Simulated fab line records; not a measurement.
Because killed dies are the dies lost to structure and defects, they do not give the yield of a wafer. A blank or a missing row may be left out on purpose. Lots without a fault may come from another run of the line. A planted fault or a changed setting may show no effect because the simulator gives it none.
Chamber matching :: flow nand-harc :: NHARC_A_WL_FILL_ALD_10 on ald-hk-04 has 4 sister chambers
The step deposits SiO2, target thk 50 nm, pulse time 10 s, ald cycles 500. 14 wafers are shown with their chamber, then 6 later ones without.

== EACH WAFER AND ITS CHAMBER ==
wafer: L776.2
chamber: 2
heater-power-w (W): 399
precursor-pulse-height-rel: 0.980

wafer: L776.1
chamber: 1
heater-power-w (W): 487
precursor-pulse-height-rel: 0.968

wafer: L776.5
chamber: 2
heater-power-w (W): 419
precursor-pulse-height-rel: 0.978

wafer: L778.2
chamber: 3
heater-power-w (W): 526
precursor-pulse-height-rel: 0.968

wafer: L778.4
chamber: 1
heater-power-w (W): 484
precursor-pulse-height-rel: 0.994

wafer: L778.5
chamber: 3
heater-power-w (W): 534
precursor-pulse-height-rel: 1.024

wafer: L780.1
chamber: 0
heater-power-w (W): 529
precursor-pulse-height-rel: 1.035

wafer: L780.2
chamber: 3
heater-power-w (W): 517
precursor-pulse-height-rel: 0.990

wafer: L780.5
chamber: 1
heater-power-w (W): 492
precursor-pulse-height-rel: 1.000

wafer: L785.2
chamber: 3
heater-power-w (W): 525
precursor-pulse-height-rel: 0.997

wafer: L785.3
chamber: 0
heater-power-w (W): 537
precursor-pulse-height-rel: 0.996

wafer: L785.1
chamber: 2
heater-power-w (W): 407
precursor-pulse-height-rel: 0.981

wafer: L792.3
chamber: 1
heater-power-w (W): 477
precursor-pulse-height-rel: 1.026

wafer: L792.2
chamber: 3
heater-power-w (W): 518
precursor-pulse-height-rel: 0.978

SIGNATURES, as means of the wafers listed above
reading: heater-power-w
chamber 0: 533.00
chamber 1: 485.00
chamber 2: 408.33
chamber 3: 524.00
scatter within a chamber: 7.37

reading: precursor-pulse-height-rel
chamber 0: 1.01550
chamber 1: 0.99700
chamber 2: 0.97967
chamber 3: 0.99140
scatter within a chamber: 0.0207
Rule: a wafer lies at a distance from a chamber equal to the root of the sum of squares, over the readings, of (its reading less the chamber's mean, divided by the reading's scatter). If the next closest chamber is less than 2 further off than the closest, the wafer can't be placed; otherwise it belongs to the closest. The scatter is the square root of a quotient: the sum, over the shown wafers, of each reading's squared deviation from its chamber's mean, divided by wafers minus chambers.

== WAFERS WITHOUT THEIR CHAMBER ==
wafer: L795.1
heater-power-w (W): 418
precursor-pulse-height-rel: 0.964

wafer: L795.2
heater-power-w (W): 497
precursor-pulse-height-rel: 0.989

wafer: L795.3
heater-power-w (W): 531
precursor-pulse-height-rel: 0.975

wafer: L799.2
heater-power-w (W): 528
precursor-pulse-height-rel: 0.958

wafer: L799.1
heater-power-w (W): 407
precursor-pulse-height-rel: 0.985

wafer: L799.6
heater-power-w (W): 535
precursor-pulse-height-rel: 1.009

== WHICH CHAMBER EACH ONE RAN IN ==
wafer: L795.1
from the rows above: 2
in truth: 2

wafer: L795.2
from the rows above: can't be placed: 1 or 3
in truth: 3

wafer: L795.3
from the rows above: can't be placed: 3 or 0
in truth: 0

wafer: L799.2
from the rows above: can't be placed: 3 or 0
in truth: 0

wafer: L799.1
from the rows above: 2
in truth: 2

wafer: L799.6
from the rows above: can't be placed: 0 or 3
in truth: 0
Placed correctly: 2 of 6. Not placeable from these rows: 4 (in 4, the candidates include the true chamber). 0 placed wrongly.
